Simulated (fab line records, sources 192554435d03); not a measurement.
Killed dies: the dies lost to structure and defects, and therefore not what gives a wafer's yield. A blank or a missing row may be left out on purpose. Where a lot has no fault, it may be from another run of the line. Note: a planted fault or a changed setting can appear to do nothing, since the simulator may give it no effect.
Chamber matching	flow n5-finfet	N5_BEOL_M4_STRIP_66 on rie-diel-04: 4 sister chambers
The step strips in CF4. 4 wafers are shown with their chamber, then 11 later ones without.

== WAFERS, EACH WITH ITS CHAMBER ==
wafer	chamber	drypump-motor-current-A (A)
L087.2	0	4.7
L089.3	3	5.8
L088.4	2	5.8
L091.2	1	5.9

== WAFERS MISSING THEIR CHAMBER ==
wafer	drypump-motor-current-A (A)
L091.4	4.8
L091.6	5.9
L093.1	5.9
L093.5	5.7
L093.6	5.8
L095.2	5.8
L095.3	4.7
L095.4	5.7
L097.1	4.7
L097.2	5.9
L097.3	5.8

== THE CHAMBER EACH PASSED THROUGH ==
wafer	from the rows above	in truth
L091.4	0	0
L091.6	can't be placed: 1 or 2 or 3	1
L093.1	can't be placed: 1 or 2 or 3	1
L093.5	can't be placed: 2 or 3 or 1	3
L093.6	can't be placed: 2 or 3 or 1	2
L095.2	can't be placed: 2 or 3 or 1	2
L095.3	0	0
L095.4	can't be placed: 2 or 3 or 1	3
L097.1	0	0
L097.2	can't be placed: 1 or 2 or 3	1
L097.3	can't be placed: 2 or 3 or 1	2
Correct placement for 3 of the 11. These rows do not allow placing 8 (true chamber among the candidates in 8). Number placed wrongly: 0.
How it was worked out, from the rows above alone: a wafer's distance from a chamber is the root of the sum, over the readings, of the square of ((its reading less the chamber's mean) divided by the reading's scatter). If the next closest chamber is less than 2 further off than the closest, the wafer can't be placed; otherwise it belongs to the closest. Each chamber's mean is taken over the wafers shown for it. The scatter (one wafer shown for each chamber): square how far every hidden wafer sits from the nearest shown wafer, average those squares and take the square root.
